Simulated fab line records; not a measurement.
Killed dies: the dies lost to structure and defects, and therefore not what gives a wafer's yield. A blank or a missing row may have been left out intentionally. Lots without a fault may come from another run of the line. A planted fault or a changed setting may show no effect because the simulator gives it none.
The tool behind it: which one? :: flow n5 finfet :: 33 wafers from 11 lots sampled at 5 of the route's 1938 steps

WHAT THE GAUGES SHOWED, per wafer
N5_BEOL_M15_OVL_MEAS_11. Usual: V14_OVL typically reads -1 nm, with standard deviation 5.9.
lot: L780
measured: day 11 15:29
on: overlay-01
V14_OVL (nm): -1 1 -4
flag: 

lot: L781
measured: day 11 17:18
on: overlay-02
V14_OVL (nm): -2 -8 2
flag: 

lot: L782
measured: day 11 19:52
on: overlay-02
V14_OVL (nm): -2 2 -4
flag: 

lot: L784
measured: day 12 16:01
on: overlay-02
V14_OVL (nm): 6 12 12
flag: 

lot: L789
measured: day 13 04:35
on: overlay-02
V14_OVL (nm): 6 1 0
flag: 

lot: L796
measured: day 14 19:14
on: overlay-02
V14_OVL (nm): -3 -3 -12
flag: 

lot: L797
measured: day 15 05:31
on: overlay-01
V14_OVL (nm): 2 0 -2
flag: 

lot: L795
measured: day 15 05:40
on: overlay-02
V14_OVL (nm): -5 -1 -1
flag: 

lot: L798
measured: day 15 19:57
on: overlay-02
V14_OVL (nm): -1 -1 -10
flag: 

lot: L799
measured: day 16 09:56
on: overlay-02
V14_OVL (nm): -9 0 -3
flag: 

lot: L803
measured: day 17 00:28
on: overlay-02
V14_OVL (nm): 0 2 -6
flag: 

N5_BEOL_M15_INSPECT_55: inspects for defects (darkfield). Usual: raw defect count 71, standard deviation 25.
lot: L780
measured: day 11 21:14
on: defect inspect-01
raw defect count: 67 40 36
flag: 

lot: L781
measured: day 12 01:17
on: defect inspect-01
raw defect count: 87 79 63
flag: 

lot: L782
measured: day 12 01:34
on: defect inspect-02
raw defect count: 121 77 69
flag: 

lot: L784
measured: day 12 21:15
on: defect inspect-01
raw defect count: 102 94 44
flag: 

lot: L789
measured: day 13 12:03
on: defect inspect-02
raw defect count: 111 70 98
flag: 

lot: L796
measured: day 15 02:51
on: defect inspect-02
raw defect count: 67 82 49
flag: 

lot: L797
measured: day 15 11:01
on: defect inspect-02
raw defect count: 80 73 74
flag: 

lot: L795
measured: day 15 12:11
on: defect inspect-02
raw defect count: 83 71 95
flag: 

lot: L798
measured: day 16 01:23
on: defect inspect-01
raw defect count: 54 85 88
flag: 

lot: L799
measured: day 16 16:09
on: defect inspect-01
raw defect count: 49 80 59
flag: 

lot: L803
measured: day 17 04:55
on: defect inspect-02
raw defect count: 60 86 90
flag: 

TOOL THAT RAN EACH LOT (tool first, then ch and the chambers of the sampled wafers, then the start)
lot: L780
N5_BEOL_M15_PRE_CLEAN_42: pvd sputter-02, day 11 19:08
N5_BEOL_M15_SPUTTER_43: pvd sputter-02, day 11 19:11
N5_BEOL_M15_CMP_49: cmp-04 ch 0,2,3, day 11 20:54

lot: L781
N5_BEOL_M15_PRE_CLEAN_42: pvd sputter-01, day 11 23:58
N5_BEOL_M15_SPUTTER_43: pvd sputter-01, day 12 00:01
N5_BEOL_M15_CMP_49: cmp-02 ch 0,2, day 12 00:50

lot: L782
N5_BEOL_M15_PRE_CLEAN_42: pvd sputter-02, day 11 23:56
N5_BEOL_M15_SPUTTER_43: pvd sputter-02, day 11 23:59
N5_BEOL_M15_CMP_49: cmp-04 ch 1,3, day 12 01:09

lot: L784
N5_BEOL_M15_PRE_CLEAN_42: pvd sputter-03, day 12 19:26
N5_BEOL_M15_SPUTTER_43: pvd sputter-03, day 12 19:28
N5_BEOL_M15_CMP_49: cmp-01 ch 0,1,2, day 12 20:48

lot: L789
N5_BEOL_M15_PRE_CLEAN_42: pvd sputter-02, day 13 10:28
N5_BEOL_M15_SPUTTER_43: pvd sputter-02, day 13 10:30
N5_BEOL_M15_CMP_49: cmp-02 ch 0,2,3, day 13 11:38

lot: L796
N5_BEOL_M15_PRE_CLEAN_42: pvd sputter-03, day 15 00:49
N5_BEOL_M15_SPUTTER_43: pvd sputter-03, day 15 00:51
N5_BEOL_M15_CMP_49: cmp-01 ch 0,3, day 15 02:24

lot: L797
N5_BEOL_M15_PRE_CLEAN_42: pvd sputter-03, day 15 09:42
N5_BEOL_M15_SPUTTER_43: pvd sputter-03, day 15 09:44
N5_BEOL_M15_CMP_49: cmp-04 ch 0,1,3, day 15 10:40

lot: L795
N5_BEOL_M15_PRE_CLEAN_42: pvd sputter-02, day 15 10:53
N5_BEOL_M15_SPUTTER_43: pvd sputter-02, day 15 10:55
N5_BEOL_M15_CMP_49: cmp-01 ch 1,3, day 15 11:44

lot: L798
N5_BEOL_M15_PRE_CLEAN_42: pvd sputter-02, day 15 23:54
N5_BEOL_M15_SPUTTER_43: pvd sputter-02, day 15 23:56
N5_BEOL_M15_CMP_49: cmp-02 ch 0,1,2, day 16 01:00

lot: L799
N5_BEOL_M15_PRE_CLEAN_42: pvd sputter-01, day 16 14:47
N5_BEOL_M15_SPUTTER_43: pvd sputter-01, day 16 14:50
N5_BEOL_M15_CMP_49: cmp-02 ch 0,2,3, day 16 15:44

lot: L803
N5_BEOL_M15_PRE_CLEAN_42: pvd sputter-03, day 17 03:32
N5_BEOL_M15_SPUTTER_43: pvd sputter-03, day 17 03:35
N5_BEOL_M15_CMP_49: cmp-02 ch 0,2,3, day 17 04:32
- N5_BEOL_M15_PRE_CLEAN_42: time 30 s.
- N5_BEOL_M15_SPUTTER_43: material TaN, target thk 15 nm, time 24.19 s.
- N5_BEOL_M15_CMP_49: polishes, stops on SiO2, t overpolish 4.9 s, target thk 850 nm.

AS READ BY THE TOOLS THEMSELVES (means over the sampled wafers that have a number; for cases with no such wafer, the mark the record gives instead)
N5_BEOL_M15_PRE_CLEAN_42. Usual: heater power w 477 W, standard deviation 48.
lot: L780
tool: pvd sputter-02
heater power w (W): 506
flag: 

lot: L781
tool: pvd sputter-01
heater power w (W): 478
flag: 

lot: L782
tool: pvd sputter-02
heater power w (W): 476
flag: 

lot: L784
tool: pvd sputter-03
heater power w (W): 456
flag: 

lot: L789
tool: pvd sputter-02
heater power w (W): 493
flag: 

lot: L796
tool: pvd sputter-03
heater power w (W): 456
flag: 

lot: L797
tool: pvd sputter-03
heater power w (W): 474
flag: 

lot: L795
tool: pvd sputter-02
heater power w (W): 492
flag: 

lot: L798
tool: pvd sputter-02
heater power w (W): 448
flag: 

lot: L799
tool: pvd sputter-01
heater power w (W): 459
flag: 

lot: L803
tool: pvd sputter-03
heater power w (W): 523
flag: 

N5_BEOL_M15_SPUTTER_43. Usual: cathode dc power W 15000 W, standard deviation 2.7; throttle valve pct 29.7 %, standard deviation 1.2.
lot: L780
tool: pvd sputter-02
cathode dc power W (W): 15001
throttle valve pct (%): 29.2
flag: 

lot: L781
tool: pvd sputter-01
cathode dc power W (W): 15002
throttle valve pct (%): 30.2
flag: 

lot: L782
tool: pvd sputter-02
cathode dc power W (W): 15003
throttle valve pct (%): 29.2
flag: 

lot: L784
tool: pvd sputter-03
cathode dc power W (W): 15001
throttle valve pct (%): 30.0
flag: 

lot: L789
tool: pvd sputter-02
cathode dc power W (W): 14999
throttle valve pct (%): 29.4
flag: 

lot: L796
tool: pvd sputter-03
cathode dc power W (W): 15003
throttle valve pct (%): 30.6
flag: 

lot: L797
tool: pvd sputter-03
cathode dc power W (W): 15000
throttle valve pct (%): 31.2
flag: 

lot: L795
tool: pvd sputter-02
cathode dc power W (W): 18747
throttle valve pct (%): 29.7
flag: OFF

lot: L798
tool: pvd sputter-02
cathode dc power W (W): 18747
throttle valve pct (%): 29.5
flag: OFF

lot: L799
tool: pvd sputter-01
cathode dc power W (W): 14999
throttle valve pct (%): 29.4
flag: 

lot: L803
tool: pvd sputter-03
cathode dc power W (W): 15000
throttle valve pct (%): 30.4
flag: 

N5_BEOL_M15_CMP_49. Usual: barrier field endpoint s 11.41 s, standard deviation 0.2; motor current A 8.3 A, standard deviation 0.86; retaining ring pressure frac 1.000, standard deviation 0.0046.
lot: L780
tool: cmp-04
barrier field endpoint s (s): 11.62
motor current A (A): 8.5
retaining ring pressure frac: 0.997
flag: 

lot: L781
tool: cmp-02
barrier field endpoint s (s): 11.29
motor current A (A): 7.6
retaining ring pressure frac: 0.994
flag: 

lot: L782
tool: cmp-04
barrier field endpoint s (s): 11.74
motor current A (A): 8.8
retaining ring pressure frac: 0.997
flag: 

lot: L784
tool: cmp-01
barrier field endpoint s (s): 11.26
motor current A (A): 8.0
retaining ring pressure frac: 0.999
flag: 

lot: L789
tool: cmp-02
barrier field endpoint s (s): 11.27
motor current A (A): 8.0
retaining ring pressure frac: 0.995
flag: 

lot: L796
tool: cmp-01
barrier field endpoint s (s): 11.42
motor current A (A): 8.4
retaining ring pressure frac: 1.001
flag: 

lot: L797
tool: cmp-04
barrier field endpoint s (s): 11.66
motor current A (A): 9.1
retaining ring pressure frac: 1.001
flag: 

lot: L795
tool: cmp-01
barrier field endpoint s (s): 12.82
motor current A (A): 7.8
retaining ring pressure frac: 1.003
flag: OFF

lot: L798
tool: cmp-02
barrier field endpoint s (s): 12.74
motor current A (A): 7.7
retaining ring pressure frac: 0.999
flag: OFF

lot: L799
tool: cmp-02
barrier field endpoint s (s): 11.41
motor current A (A): 7.9
retaining ring pressure frac: 0.999
flag: 

lot: L803
tool: cmp-02
barrier field endpoint s (s): 11.10
motor current A (A): 7.7
retaining ring pressure frac: 1.000
flag: 

THE ANSWER, worked out from the rows above alone
Rule: a lot is off if the mean of its wafers that have a number lies more than 3 standard deviations from the usual mean. Also off: a lot with no number at a reading for which 4 or more lots have one. Where the step has rows for the other lots, those lots are counted as sound. Order of review: gauges by route order, followed by the tools' own readings, for which a lot's mean as printed above is used. At the first step where some lot is off, the reading lying furthest off is the one used; lots without a number count as furthest.
Off: L795, L798, at N5_BEOL_M15_SPUTTER_43 (cathode dc power W).
A tool fits if, at that step or a process step before it, it ran every lot that is off, and no sound lot after the first of them. One candidate fits, namely pvd sputter-02 at N5_BEOL_M15_PRE_CLEAN_42 and N5_BEOL_M15_SPUTTER_43. At N5_BEOL_M15_PRE_CLEAN_42 its last sound lot is L789 (day 13 10:28), its first lot that is off L795 (day 15 10:53): a fault that began between those two fits.

WHAT THE SIMULATOR HAD INSERTED
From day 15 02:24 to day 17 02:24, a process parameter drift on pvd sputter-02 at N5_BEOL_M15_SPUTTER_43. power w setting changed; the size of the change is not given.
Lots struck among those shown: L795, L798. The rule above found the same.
